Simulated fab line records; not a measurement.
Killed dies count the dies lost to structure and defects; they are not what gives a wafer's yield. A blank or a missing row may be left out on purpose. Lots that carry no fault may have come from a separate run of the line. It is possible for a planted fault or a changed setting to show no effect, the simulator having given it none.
fab line records | flow n5Finfet | part 2 of 2: steps 25 to 32 of 32
record: lots: 5 | wafers: 15 | lastDay: 17
route steps=1938 shown BEOL_M13@1699 BEOL_M14@1716
lots with no fault: from the same line, run without faults
startH: start of the lot's first displayed wafer, in hours after the record's first day | waitH: hours elapsed since this lot's preceding step | " identical to the entry in the row above | L1.1+2: a row that stands for several wafers | - no value, or no start was given | * or withheld: withheld | < > ~ a bound
route shown NAME@n: names a module that has steps shown in the file, with the first one's number in the route | usual: mean/standard deviation taken from wafers without a fault | same: alike in all rows | chamber/n: place in a boat | sites: each site's reading | _std_site: how widely they spread, as a standard deviation | _edge_site: inner sites' mean taken away from outer sites' mean | radiusMm: for every site, how far away it sits from the centre of the wafer | mask NAME#n: copy n | behind: the most recent tool/chamber to have shaped the wafer | hold: what put the lot on hold/how long, in hours/how the hold closed | device: transistor that didn't switch, given as n, p or np | end of line: the same wafers' tests at the end of the route | where a step has no rows: the recipe by itself | killed: dies lost to structure and defects at the first sort, not the wafer's yield | map: a wafer's dies, marking killed ones x, the rest . and places with no die _
set.NAME: the setting as run; set.NAME@STEP: as run at that earlier step | model.NAME: the simulator's own value behind a step, which no gauge read
certain route steps with their lots: each step a table, each wafer a row
services: a tool's chamber out of use, with start hour (startH, from the record's first day; less than 0 if before it), hours out, and reason
== steps ==
step: N5_BEOL_M14_PEB_08
recipe: pebTempC: 130 | pebTimeS: 90
usual: exhaustPa: 45.0/0.89
lot.wafer | tool          | chamber | startH | waitH | exhaustPa
L081.2    | lithoTrack-02 | 0       | 274.18 | 0.0   | 43.6
L081.4    | "             | 0       | "      | "     | 44.3
L081.5    | "             | 0       | "      | "     | 44.4
L087.1    | lithoTrack-04 | 0       | 319.64 | 0.1   | 45.1
L087.2    | "             | 0       | "      | "     | 44.7
L087.4    | "             | 0       | "      | "     | 45.0
L093.1    | lithoTrack-04 | 0       | 348.02 | 0.1   | 44.6
L093.5    | "             | 0       | "      | "     | 45.4
L093.6    | "             | 0       | "      | "     | 45.5
L095.1    | lithoTrack-02 | 0       | 360.40 | 0.1   | 44.0
L095.3    | "             | 0       | "      | "     | 44.6
L095.4    | "             | 0       | "      | "     | 44.0
L097.1    | lithoTrack-03 | 0       | 384.87 | 0.1   | 44.4
L097.3    | "             | 0       | "      | "     | 44.9
L097.5    | "             | 0       | "      | "     | 44.5
step: N5_BEOL_M14_DEVELOP_09
recipe: developTimeS: 45 | rinseLiquid: diw | dry: airSpin | devTempC: 21
usual: exhaustPa: 45.0/0.89
lot.wafer | tool          | chamber | startH | waitH | exhaustPa
L081.2    | lithoTrack-02 | 0       | -      | -     | 45.1
L081.4    | "             | 0       | "      | "     | 45.0
L081.5    | "             | 0       | "      | "     | 45.0
L087.1    | lithoTrack-04 | 0       | -      | -     | 44.6
L087.2    | "             | 0       | "      | "     | 44.4
L087.4    | "             | 0       | "      | "     | 45.0
L093.1    | lithoTrack-04 | 0       | -      | -     | 45.5
L093.5    | "             | 0       | "      | "     | 46.3
L093.6    | "             | 0       | "      | "     | 44.7
L095.1    | lithoTrack-02 | 0       | -      | -     | 46.6
L095.3    | "             | 0       | "      | "     | 44.3
L095.4    | "             | 0       | "      | "     | 44.1
L097.1    | lithoTrack-03 | 0       | -      | -     | 45.5
L097.3    | "             | 0       | "      | "     | 46.5
L097.5    | "             | 0       | "      | "     | 46.9
step: N5_BEOL_M14_HARDBAKE_14
recipe: tempC: 130 | timeS: 120
usual: exhaustPa: 45.2/0.89
same: timeS: 120
lot.wafer | tool          | chamber | startH | waitH | exhaustPa
L081.2    | lithoTrack-02 | 0       | -      | -     | 43.1
L081.4    | "             | 0       | "      | "     | 44.6
L081.5    | "             | 0       | "      | "     | 43.3
L087.1    | lithoTrack-04 | 0       | -      | -     | 45.5
L087.2    | "             | 0       | "      | "     | 45.2
L087.4    | "             | 0       | "      | "     | 44.9
L093.1    | lithoTrack-04 | 0       | -      | -     | 46.4
L093.5    | "             | 0       | "      | "     | 46.6
L093.6    | "             | 0       | "      | "     | 45.6
L095.1    | lithoTrack-02 | 0       | -      | -     | 44.2
L095.3    | "             | 0       | "      | "     | 46.4
L095.4    | "             | 0       | "      | "     | 46.0
L097.1    | lithoTrack-03 | 0       | -      | -     | 45.1
L097.3    | "             | 0       | "      | "     | 44.9
L097.5    | "             | 0       | "      | "     | 46.6
step: N5_BEOL_M14_CD_MEAS_10
recipe: targetCdNm: 250 | landingEnergyEv: 500 | detector: seInlens | polarity: opening
usual: cdNm: 250.5/2.1
same: landingEnergyEv: 500
lot.wafer | tool     | chamber | startH | waitH | cdNm
L081.2    | cdSem-01 | 0       | 274.30 | -     | 250.0
L081.4    | "        | 0       | "      | "     | 248.6
L081.5    | "        | 0       | "      | "     | 253.5
L087.1    | cdSem-03 | 0       | 319.75 | -     | 252.0
L087.2    | "        | 0       | "      | "     | 252.0
L087.4    | "        | 0       | "      | "     | 253.4
L093.1    | cdSem-02 | 0       | 348.14 | -     | 250.0
L093.5    | "        | 0       | "      | "     | 250.9
L093.6    | "        | 0       | "      | "     | 250.7
L095.1    | cdSem-02 | 0       | 360.51 | -     | 254.2
L095.3    | "        | 0       | "      | "     | 250.8
L095.4    | "        | 0       | "      | "     | 248.6
L097.1    | cdSem-03 | 0       | 384.99 | -     | 248.7
L097.3    | "        | 0       | "      | "     | 252.4
L097.5    | "        | 0       | "      | "     | 252.0
step: N5_BEOL_M14_OVL_MEAS_11
recipe: pointsPerWafer: 44
usual: V13_OVL: 0/5.3
lot.wafer | tool       | chamber | startH | waitH | V13_OVL[nm]
L081.2    | overlay-02 | 0       | 274.33 | 0.0   | 0
L081.4    | "          | 0       | "      | "     | 2
L081.5    | "          | 0       | "      | "     | 1
L087.1    | overlay-01 | 0       | 319.78 | 0.0   | 8
L087.2    | "          | 0       | "      | "     | -1
L087.4    | "          | 0       | "      | "     | -6
L093.1    | overlay-01 | 0       | 348.17 | 0.0   | 3
L093.5    | "          | 0       | "      | "     | 1
L093.6    | "          | 0       | "      | "     | 5
L095.1    | overlay-01 | 0       | 360.54 | 0.0   | -8
L095.3    | "          | 0       | "      | "     | -9
L095.4    | "          | 0       | "      | "     | -7
L097.1    | overlay-01 | 0       | 385.02 | 0.0   | 3
L097.3    | "          | 0       | "      | "     | -1
L097.5    | "          | 0       | "      | "     | 1
step: N5_BEOL_M14_INSPECT_12
recipe: mode: adi | inspectInstrument: macro
usual: rawDefectCount: 2.0/1.3
lot.wafer | tool             | chamber | startH | waitH | rawDefectCount
L081.2    | defectInspect-02 | -       | 274.35 | 0.0   | 2
L081.4    | "                | -       | "      | "     | 2
L081.5    | "                | -       | "      | "     | 1
L087.1    | defectInspect-02 | -       | 319.81 | 0.0   | 2
L087.2    | "                | -       | "      | "     | 2
L087.4    | "                | -       | "      | "     | 0
L093.1    | defectInspect-02 | -       | 348.19 | 0.0   | 0
L093.5    | "                | -       | "      | "     | 2
L093.6    | "                | -       | "      | "     | 2
L095.1    | defectInspect-02 | -       | 360.57 | 0.0   | 1
L095.3    | "                | -       | "      | "     | 2
L095.4    | "                | -       | "      | "     | 3
L097.1    | defectInspect-02 | -       | 385.04 | 0.0   | 1
L097.3    | "                | -       | "      | "     | 1
L097.5    | "                | -       | "      | "     | 0
step: N5_BEOL_M14_DESCUM_15
recipe: chemistry: O2 | timeS: 7.9 | sourcePowerW: 50 | biasPowerW: 20 | pressureMtorr: 20 | rfFrequencyHz: 2.712e+07 | tempC: 40 | o2FlowSccm: 225
usual: drypumpMotorCurrentA: 5.7/0.56 | oesProductAu: 0.80/0.068 | rfVppV: 242.6/1 | showerheadPlenumPTorr: 2.05/0.039 | throttleValvePct: 20.50/0.21
same: timeS: 7.9
lot.wafer | tool       | chamber | startH | waitH | drypumpMotorCurrentA | oesProductAu | rfHoursCounterH | rfVppV | showerheadPlenumPTorr | throttleValvePct
L081.2    | rieDiel-01 | 0       | 274.38 | 0.0   | 6.3                  | 0.74         | 173             | 243.1  | 2.10                  | 20.56
L081.4    | "          | 3       | "      | "     | 6.0                  | 0.78         | -               | 243.6  | 2.08                  | 20.47
L081.5    | "          | 2       | "      | "     | 5.3                  | 0.73         | -               | 245.2  | 2.16                  | 20.44
L087.1    | rieDiel-05 | 3       | 319.84 | 0.0   | 5.0                  | 0.87         | 77              | 241.2  | 2.02                  | 20.31
L087.2    | "          | 1       | "      | "     | 5.8                  | 0.81         | 97              | 241.8  | 2.05                  | 20.64
L087.4    | "          | 0       | "      | "     | 5.0                  | 0.81         | 114             | 242.3  | 2.01                  | 20.39
L093.1    | rieDiel-04 | 0       | 348.30 | 0.1   | 6.0                  | 0.73         | 185             | 242.1  | 1.98                  | 20.35
L093.5    | "          | 3       | "      | "     | 6.0                  | 0.84         | -               | 242.5  | 2.03                  | 20.29
L093.6    | "          | 2       | "      | "     | 5.4                  | 0.84         | -               | 242.1  | 2.05                  | 20.30
L095.1    | rieDiel-05 | 2       | 360.85 | 0.3   | 6.7                  | 0.67         | 247             | 241.6  | 2.04                  | 20.92
L095.3    | "          | 1       | "      | "     | 5.8                  | 0.79         | 111             | 242.7  | 2.04                  | 20.65
L095.4    | "          | 0       | "      | "     | 5.1                  | 0.79         | 130             | 241.9  | 2.01                  | 20.41
L097.1    | rieDiel-04 | 0       | 385.07 | 0.0   | 5.9                  | 0.71         | 197             | 241.6  | 1.98                  | 20.38
L097.3    | "          | 2       | "      | "     | 5.4                  | 0.81         | 86              | 242.4  | 2.04                  | 20.34
L097.5    | "          | 2       | "      | "     | 5.4                  | 0.81         | -               | 241.7  | 2.05                  | 20.35
step: N5_BEOL_M14_ETCH_59
recipe: chemistry: N2/H2 | target: BARC | targetDepthA: 890 | overetchA: 267 | timeS: 67.9 | ionEnergyEv: 200 | pressureMtorr: 30 | sourceW: 840 | biasW: 150 | n2FlowSccm: 200 | h2FlowSccm: 200
usual: drypumpMotorCurrentA: 5.7/0.56 | oesProductAu: 0.68/0.051 | rfVppV: 522.4/1.5 | showerheadPlenumPTorr: 2.49/0.055 | throttleValvePct: 18.0/0.33
same: timeS: 67.9
lot.wafer | tool       | chamber | startH | waitH | drypumpMotorCurrentA | oesProductAu | rfHoursCounterH | rfVppV | showerheadPlenumPTorr | throttleValvePct
L081.2    | rieDiel-01 | 0       | 274.42 | 0.0   | 6.3                  | 0.65         | 173             | 523.5  | 2.56                  | 18.1
L081.4    | "          | 3       | "      | "     | 6.0                  | 0.67         | -               | 524.4  | 2.54                  | 18.0
L081.5    | "          | 2       | "      | "     | 5.3                  | 0.62         | -               | 526.6  | 2.64                  | 18.1
L087.1    | rieDiel-05 | 3       | 319.88 | 0.0   | 5.0                  | 0.73         | 77              | 521.9  | 2.46                  | 17.8
L087.2    | "          | 1       | "      | "     | 5.8                  | 0.69         | 97              | 521.5  | 2.43                  | 17.7
L087.4    | "          | 0       | "      | "     | 5.1                  | 0.68         | 114             | 522.0  | 2.45                  | 17.9
L093.1    | rieDiel-04 | 0       | 348.33 | 0.0   | 5.9                  | 0.63         | 185             | 522.3  | 2.45                  | 18.1
L093.5    | "          | 3       | "      | "     | 6.1                  | 0.71         | -               | 522.3  | 2.45                  | 17.6
L093.6    | "          | 2       | "      | "     | 5.3                  | 0.72         | -               | 521.4  | 2.49                  | 17.8
L095.1    | rieDiel-05 | 2       | 360.89 | 0.0   | 6.7                  | 0.58         | 247             | 522.9  | 2.52                  | 18.7
L095.3    | "          | 1       | "      | "     | 5.8                  | 0.67         | 111             | 520.4  | 2.42                  | 17.7
L095.4    | "          | 0       | "      | "     | 5.1                  | 0.66         | 130             | 519.3  | 2.44                  | 17.9
L097.1    | rieDiel-04 | 0       | 385.11 | 0.0   | 5.9                  | 0.62         | 197             | 518.7  | 2.44                  | 18.2
L097.3    | "          | 2       | "      | "     | 5.4                  | 0.71         | 86              | 522.4  | 2.49                  | 17.9
L097.5    | "          | 2       | "      | "     | 5.4                  | 0.70         | -               | 521.9  | 2.49                  | 17.9
== services ==
tool           | chamber | startH | hours | kind
pecvd-04       | 1       | 244.42 | 4.1   | repair
ecdCu-02       | -       | 253.39 | 0.7   | repair
plasmaAsher-02 | -       | 262.95 | 1.5   | repair
cmp-01         | -       | 264.17 | 4.0   | pm
krfScanner-02  | -       | 264.25 | 4.3   | repair
pecvd-01       | -       | 264.89 | 5.5   | pm
rieDiel-03     | 0       | 274.83 | 3.8   | repair
krfScanner-02  | -       | 275.71 | 3.6   | pm
rieDiel-06     | 3       | 276.39 | 6.5   | repair
cmp-01         | -       | 281.64 | 1.9   | repair
pecvd-02       | 1       | 288.13 | 5.0   | repair
rieDiel-06     | 3       | 289.56 | 18.8  | repair
pecvd-03       | 2       | 292.78 | 6.0   | repair
rieDiel-05     | 2       | 298.44 | 8.7   | repair
pecvd-01       | 0       | 309.70 | 7.9   | repair
rieDiel-06     | 1       | 313.27 | 20.2  | repair
krfScanner-02  | -       | 318.57 | 1.3   | pm
rieDiel-01     | 2       | 319.59 | 4.7   | repair
rieDiel-05     | 3       | 327.61 | 10.9  | repair
krfScanner-02  | -       | 338.63 | 0.8   | pm
plasmaAsher-02 | -       | 340.14 | 0.5   | repair
plasmaAsher-02 | -       | 345.03 | 0.8   | repair
rieDiel-05     | -       | 357.67 | 2.8   | pm
pecvd-02       | 0       | 366.98 | 3.3   | repair
